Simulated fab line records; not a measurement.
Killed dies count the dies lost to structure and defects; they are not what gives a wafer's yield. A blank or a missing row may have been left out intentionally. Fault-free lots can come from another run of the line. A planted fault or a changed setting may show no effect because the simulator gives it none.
Which of the tools did it? -- flow nand_harc -- 21 wafers from 7 lots sampled at 4 of the route's 1302 steps

WHAT THE GAUGES SHOWED, per wafer
NHARC_THIN_TSV_CD_MEAS_37.
lot,measured,on,cd_nm (nm)
L209,day 24 02:26,cd_sem-01,5001 5001 5000
L211,day 25 07:19,cd_sem-02,4999 4998 4996
L215,day 26 15:01,cd_sem-03,5000 5004 5005
L222,day 29 18:43,cd_sem-03,4997 4997 5001
L224,day 31 09:51,cd_sem-03,4998 4996 4998
L229,day 34 07:31,cd_sem-01,4998 5001 5002
L231,day 33 15:18,cd_sem-02,5003 5008 5002

TOOL THAT RAN EACH LOT (tool first, then ch and the chambers of the sampled wafers, then the start)
lot,NHARC_P_M1_ECD_22,NHARC_THIN_TSV_STRIP_45,NHARC_THIN_TSV_STRIP_56
L209,"ecd_cu-01 ch 0,1, day 6 22:12","plasma_asher-02 ch 0,1, day 23 20:11","plasma_asher-02 ch 0,1, day 24 01:38"
L211,"ecd_cu-01 ch 0,1, day 7 15:03","plasma_asher-02 ch 0,1, day 25 00:44","plasma_asher-02 ch 0,1, day 25 06:32"
L215,"ecd_cu-01 ch 0,1, day 9 03:02","plasma_asher-01 ch 0,1, day 26 08:26","plasma_asher-02 ch 0,1, day 26 14:16"
L222,"ecd_cu-02 ch 0,1, day 12 05:49","plasma_asher-01 ch 0,1, day 29 12:13","plasma_asher-02 ch 0,1, day 29 17:56"
L224,"ecd_cu-01 ch 0,1, day 13 03:26","plasma_asher-02 ch 0, day 31 03:31","plasma_asher-02 ch 0,1, day 31 09:06"
L229,"ecd_cu-01 ch 0,1, day 15 08:19","plasma_asher-01 ch 0, day 34 01:02","plasma_asher-02 ch 0,1, day 34 06:46"
L231,"ecd_cu-01 ch 0,1, day 15 18:34","plasma_asher-01 ch 0,1, day 33 08:39","plasma_asher-01 ch 0,1, day 33 14:31"
- NHARC_P_M1_ECD_22: material Cu, target thk 400 nm.
- NHARC_THIN_TSV_STRIP_45: strips in O2.
- NHARC_THIN_TSV_STRIP_56: strips in O2.

THE ANSWER, worked out from the rows above alone
Rule: the lots themselves supply what counts as usual. Put in order of their means at a reading, lots are off if they are a third of the lots or fewer, leave a main group of 4 or more, and stand apart from it by a gap of 3 or more times the standard deviation of the main group's means; of several such gaps the widest counts. A main group is skipped when, at the precision printed for the reading in the tables above, its means are all equal. A lot without any number at a reading at which 4 lots or more have one is off too. Any other lot the step has rows for is counted as sound.
No lot is off on any of the readings shown, so nothing can be concluded from this.

WHAT THE SIMULATOR PUT IN
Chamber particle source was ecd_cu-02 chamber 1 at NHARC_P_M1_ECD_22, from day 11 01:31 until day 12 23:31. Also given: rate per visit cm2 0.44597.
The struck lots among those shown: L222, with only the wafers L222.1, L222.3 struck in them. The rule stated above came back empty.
